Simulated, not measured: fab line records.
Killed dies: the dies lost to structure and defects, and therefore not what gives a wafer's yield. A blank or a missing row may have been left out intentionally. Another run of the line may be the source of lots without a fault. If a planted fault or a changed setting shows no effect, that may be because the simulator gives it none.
Tool commonality check    flow nand-harc    39 wafers sampled across 13 lots

WHY THIS WAS OPENED
Flagged at NHARC_P_GATE_CD_MEAS_59: reading cd-nm, on 2 of 13 lots. No-fault wafers: 719.8 nm, standard deviation 1.9.
Rule: a lot is flagged in two cases, either no wafer of it has a number, or all its wafers with numbers fall more than 4 standard deviations from that mean. As for the other lots, they are considered sound.

lot   measured      on         cd-nm (nm), wafer by wafer  flag
L111  day 5 07:41   cd-sem-01  719.6 720.6 718.8           
L112  day 5 18:22   cd-sem-01  722.5 721.1 721.0           
L113  day 5 20:28   cd-sem-03  722.9 724.7 723.3           
L114  day 6 02:50   cd-sem-01  721.6 717.0 717.6           
L115  day 6 04:14   cd-sem-01  737.9 815.6 756.5           FLAGGED
L120  day 7 18:52   cd-sem-01  771.9 784.9 840.2           FLAGGED
L124  day 8 13:26   cd-sem-03  717.5 720.9 718.6           
L127  day 9 08:07   cd-sem-02  721.7 718.5 720.1           
L126  day 9 08:26   cd-sem-03  722.2 721.7 724.8           
L131  day 10 00:59  cd-sem-02  717.7 717.2 719.6           
L132  day 10 16:52  cd-sem-03  721.8 719.2 719.3           
L133  day 10 22:40  cd-sem-03  716.3 718.1 718.3           
L134  day 11 04:39  cd-sem-03  719.0 716.7 716.2           
The mean of the flagged lots' numbers is 784.5 nm, +64.7 nm from the usual (+34 standard deviations).

WHICH TOOL RAN EACH LOT
2 process steps preceding the reading are held in the record, out of 1159 steps in the route. Each cell gives the tool, then ch followed by the chambers the sampled wafers passed through, then the start.
lot   flag     NHARC_P_GATE_STRIP_101              NHARC_P_GATE_EXPOSE_56
L111           rie-diel-07 ch 1,3, day 5 04:59     krf-scanner-01 ch 0, day 5 07:32
L112           rie-diel-03 ch 0,2,3, day 5 15:48   krf-scanner-01 ch 0, day 5 18:13
L113           rie-diel-06 ch 0,2,3, day 5 17:30   krf-scanner-03 ch 0, day 5 20:19
L114           rie-diel-07 ch 1,2, day 6 00:19     krf-scanner-03 ch 0, day 6 02:41
L115  FLAGGED  rie-diel-06 ch 0,1,3, day 6 01:41   krf-scanner-03 ch 0, day 6 04:05
L120  FLAGGED  rie-diel-03 ch 1,2,3, day 7 16:11   krf-scanner-03 ch 0, day 7 18:41
L124           rie-diel-03 ch 0,3, day 8 10:45     krf-scanner-04 ch 0, day 8 13:16
L127           rie-diel-07 ch 0,3, day 9 05:41     krf-scanner-01 ch 0, day 9 07:58
L126           rie-diel-07 ch 0,1,2, day 9 05:43   krf-scanner-04 ch 0, day 9 08:16
L131           rie-diel-03 ch 0,3, day 9 22:13     krf-scanner-04 ch 0, day 10 00:50
L132           rie-diel-06 ch 0,2, day 10 14:05    krf-scanner-04 ch 0, day 10 16:43
L133           rie-diel-03 ch 1,2,3, day 10 20:07  krf-scanner-01 ch 0, day 10 22:31
L134           rie-diel-03 ch 0,3, day 11 02:05    krf-scanner-01 ch 0, day 11 04:29
What these steps do:
- NHARC_P_GATE_STRIP_101: strips in O2, time 20 s.
- NHARC_P_GATE_EXPOSE_56: exposes mask P PSD, target cd 720 nm.
- NHARC_P_GATE_CD_MEAS_59: target cd 720 nm.

FLAGGED AGAINST TOTAL, ONE TOOL AT A TIME (gauges that did the reading follow at the end)
step                     tool            lots run  flagged  share of the flagged lots  sound lots run after its first flagged lot
NHARC_P_GATE_STRIP_101   rie-diel-03     6         1        some                       4 (L124,L131,L133,L134)
NHARC_P_GATE_STRIP_101   rie-diel-06     3         1        some                       1 (L132)
NHARC_P_GATE_STRIP_101   rie-diel-07     4         0        none                       -
NHARC_P_GATE_EXPOSE_56   krf-scanner-01  5         0        none                       -
NHARC_P_GATE_EXPOSE_56   krf-scanner-03  4         2        all                        0
NHARC_P_GATE_EXPOSE_56   krf-scanner-04  4         0        none                       -
NHARC_P_GATE_CD_MEAS_59  cd-sem-01       5         2        all                        0
NHARC_P_GATE_CD_MEAS_59  cd-sem-02       2         0        none                       -
NHARC_P_GATE_CD_MEAS_59  cd-sem-03       6         0        none                       -

THE TABLE: WHAT IT ALLOWS
krf-scanner-03 at NHARC_P_GATE_EXPOSE_56 and cd-sem-01 at NHARC_P_GATE_CD_MEAS_59 are the 2 rows of the table that ran each flagged lot.
- krf-scanner-03 at NHARC_P_GATE_EXPOSE_56 ran 4 lots, 2 of them flagged. Its last sound lot is L114 (day 6 02:41), its first flagged lot L115 (day 6 04:05): a fault that began between those two fits.
- cd-sem-01 at NHARC_P_GATE_CD_MEAS_59 ran 5 lots, 2 of them flagged. Its last sound lot is L114 (day 6 02:50), its first flagged lot L115 (day 6 04:14): a fault that began between those two fits.
A lot count leaves these 2 tools indistinguishable: every one of them fits a fault beginning at some hour. More lots, or a look at what each step does to the wafer, might.

WHAT THE SIMULATOR PUT IN
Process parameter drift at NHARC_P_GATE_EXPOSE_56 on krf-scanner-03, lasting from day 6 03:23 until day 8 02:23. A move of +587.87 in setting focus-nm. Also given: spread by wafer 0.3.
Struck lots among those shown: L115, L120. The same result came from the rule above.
